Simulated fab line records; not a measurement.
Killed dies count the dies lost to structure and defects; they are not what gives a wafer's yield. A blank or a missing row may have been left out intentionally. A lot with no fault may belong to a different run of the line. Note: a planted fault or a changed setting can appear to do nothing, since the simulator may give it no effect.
Split-lot experiment | flow n5-finfet | 21 wafers read across 7 lots, on a route 1938 steps long

== ON THE SPLIT ==
At N5_BEOL_M13_COAT_65 (time 60 s, resist thk 350 nm), the setting spin-rpm was moved away from the recipe's 1500 rpm on 8 of the 21 wafers read, by -10.8% to +9.9%. The other wafers ran this setting at the recipe's value.

Reading taken at the split's own step.

== THE READING ==
SOC_of_BEOL_M13_COAT_65.thk-nm (the simulator's own value, which no gauge read), in nm, at N5_BEOL_M13_COAT_65 (time 60 s, resist thk 350 nm). There is no usual value for it anywhere in the file. The 13 wafers here that ran the recipe average 350.2 nm, standard deviation 1.4 nm.

wafer  | tool, chamber at the split | spin-rpm as run, rpm | against the recipe | SOC_of_BEOL_M13_COAT_65.thk-nm, nm | against lot-mates on the recipe
L075.2 | litho-track-01, 0          | 1640                 | +9.3%              | 335.6                              | -15.2
L075.3 | litho-track-01, 0          | 1500                 | recipe             | 350.8                              | -
L075.6 | litho-track-01, 0          | 1640                 | +9.3%              | 334.2                              | -16.6
L079.1 | litho-track-01, 0          | 1338                 | -10.8%             | 371.4                              | +21.0
L079.2 | litho-track-01, 0          | 1338                 | -10.8%             | 370.8                              | +20.4
L079.5 | litho-track-01, 0          | 1500                 | recipe             | 350.4                              | -
L085.1 | litho-track-01, 0          | 1500                 | recipe             | 352.2                              | -
L085.4 | litho-track-01, 0          | 1500                 | recipe             | 350.8                              | -
L085.5 | litho-track-01, 0          | 1500                 | recipe             | 351                                | -
L088.2 | litho-track-01, 0          | 1649                 | +9.9%              | 332.6                              | -17.6
L088.4 | litho-track-01, 0          | 1500                 | recipe             | 350.2                              | -
L088.5 | litho-track-01, 0          | 1649                 | +9.9%              | 332.4                              | -17.8
L087.2 | litho-track-01, 0          | 1500                 | recipe             | 351.6                              | -
L087.6 | litho-track-01, 0          | 1500                 | recipe             | 351.6                              | -
L087.5 | litho-track-01, 0          | 1500                 | recipe             | 350.6                              | -
L092.1 | litho-track-03, 0          | 1500                 | recipe             | 348.6                              | -
L092.2 | litho-track-03, 0          | 1500                 | recipe             | 348.8                              | -
L092.5 | litho-track-03, 0          | 1500                 | recipe             | 347                                | -
L097.2 | litho-track-02, 0          | 1500                 | recipe             | 349.4                              | -
L097.3 | litho-track-02, 0          | 1585                 | +5.7%              | 340                                | -9.4
L097.4 | litho-track-02, 0          | 1585                 | +5.7%              | 341.2                              | -8.2

THE FIT
A straight line over all 21 wafers: SOC_of_BEOL_M13_COAT_65.thk-nm changes by -1.81 nm for each +1% of spin-rpm; r = -0.99; the points scatter about the line by 1.3 nm.
The same after taking each lot's own level away (the mean of its wafers on the recipe; 21 wafers): -1.8 nm for each +1%; r = -1.00; scatter 0.79 nm.
That fit puts the effect of the largest move of spin-rpm on the reading at 19 nm.
The lots' own levels span 348.13 to 351.33 nm, that is 2.3 times the standard deviation above.
So the lot-to-lot level changes the slope little: the two slopes agree.
Check: with one of the wafers moved furthest among these (-10.8%) left out of the fit, the line predicts +19.4 nm for it against its lot-mates. Against them it came out at +21 nm.

== FILE'S OWN FIT ==
SOC_of_BEOL_M13_COAT_65.thk-nm changes by -1.79 nm for each +1% of spin-rpm, r = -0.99.
